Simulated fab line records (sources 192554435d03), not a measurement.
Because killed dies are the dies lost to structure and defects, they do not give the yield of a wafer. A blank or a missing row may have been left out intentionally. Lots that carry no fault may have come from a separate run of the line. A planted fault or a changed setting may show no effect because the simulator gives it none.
Split-lot experiment ; flow n5_finfet ; on a route of 1938 steps: 7 lots, 21 wafers read

ABOUT THE SPLIT
At N5_FIN_SAQP_ETCH_34 (etches SiO2 in C4F6/O2, target depth 45 nm, time 15 s), the setting source_w was moved away from the recipe's 345 W on 7 of the 21 wafers read, by -16.8% to +13.9%. For the rest of the wafers, this setting stayed at what the recipe calls for.

The reading comes from the split's own step.

THE READING
rf_vpp_V, in V, at N5_FIN_SAQP_ETCH_34 (etches SiO2 in C4F6/O2, target depth 45 nm, time 15 s). Fault-free wafers of this fab line usually give 664 V, standard deviation 14 V.

wafer;tool, chamber at the split;source_w as run, W;against the recipe;rf_vpp_V, V;against lot-mates on the recipe
L078.1;rie_diel-01, 0;345;recipe;666;-
L078.2;rie_diel-01, 2;345;recipe;679;-
L078.6;rie_diel-01, 0;345;recipe;666;-
L079.1;rie_diel-06, 1;345;recipe;650;-
L079.3;rie_diel-06, 3;376.6;+9.2%;606;-44
L079.5;rie_diel-06, 0;376.6;+9.2%;624;-26
L080.2;rie_diel-01, 1;345;recipe;668;-
L080.3;rie_diel-01, 2;345;recipe;678;-
L080.4;rie_diel-01, 0;380.5;+10.3%;633;-40
L082.2;rie_diel-03, 0;345;recipe;669;-
L082.5;rie_diel-03, 2;345;recipe;671;-
L082.6;rie_diel-03, 3;345;recipe;661;-
L084.4;rie_diel-03, 0;345;recipe;669;-
L084.5;rie_diel-03, 3;287.2;-16.8%;727;+58
L084.6;rie_diel-03, 0;287.2;-16.8%;735;+66
L093.1;rie_diel-01, 3;393.1;+13.9%;624;-55
L093.3;rie_diel-01, 0;393.1;+13.9%;623;-56
L093.4;rie_diel-01, 2;345;recipe;679;-
L097.1;rie_diel-03, 3;345;recipe;659;-
L097.3;rie_diel-03, 0;345;recipe;667;-
L097.6;rie_diel-03, 0;345;recipe;669;-

THE FIT
A straight line over all 21 wafers: rf_vpp_V changes by -3.81 V for each +1% of source_w; r = -0.95; the points scatter about the line by 9.8 V.
The same after taking each lot's own level away (the mean of its wafers on the recipe; 21 wafers): -3.81 V for each +1%; r = -0.99; scatter 5 V.
Per that fit: largest source_w move, reading shift of 64 V.
From 650.0 to 679.0 V: that is the span of the lots' own levels, equal to 2.1 times the standard deviation above.
Hence the lot-to-lot level has little effect on the slope; both slopes agree.
Check: for one of the wafers moved furthest among these (-16.8%), held out of the fit, the line's prediction against its lot-mates is +65.9 V. It came out at +58 V against them.
Tool readings at the split's step, against how far the setting was moved: etch_rf_on_time_s r = -0.93; rf_vpp_V r = -0.95.

THESE WAFERS: OTHER SPLITS
Before the reading, these wafers also passed through other splits. Each is held against what the fit with the lots' levels taken away leaves over:
other split on the same wafers;wafers away from the commonest value;r with rf_vpp_V (lot level and that fit taken away)
N5_ZERO_LAYER_EXPOSE_08 dose_mj;9;-0.02
N5_ZERO_LAYER_DEVELOP_10 develop_time_s;12;+0.05

THE WHOLE CHAIN: every reading that the file lists as answering this split, in the file's order
step;what it does;reading;change (the file's fit);r (the file's)
N5_FIN_SAQP_ETCH_34;etches SiO2 in C4F6/O2, target depth 45 nm, time 15 s;etch_rf_on_time_s;withheld for each +1% of the setting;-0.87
N5_FIN_SAQP_ETCH_34;etches SiO2 in C4F6/O2, target depth 45 nm, time 15 s;rf_vpp_V;-3.82 V for each +1% of the setting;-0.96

THE FILE'S OWN FIT
rf_vpp_V changes by -3.82 V for each +1% of source_w, r = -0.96.
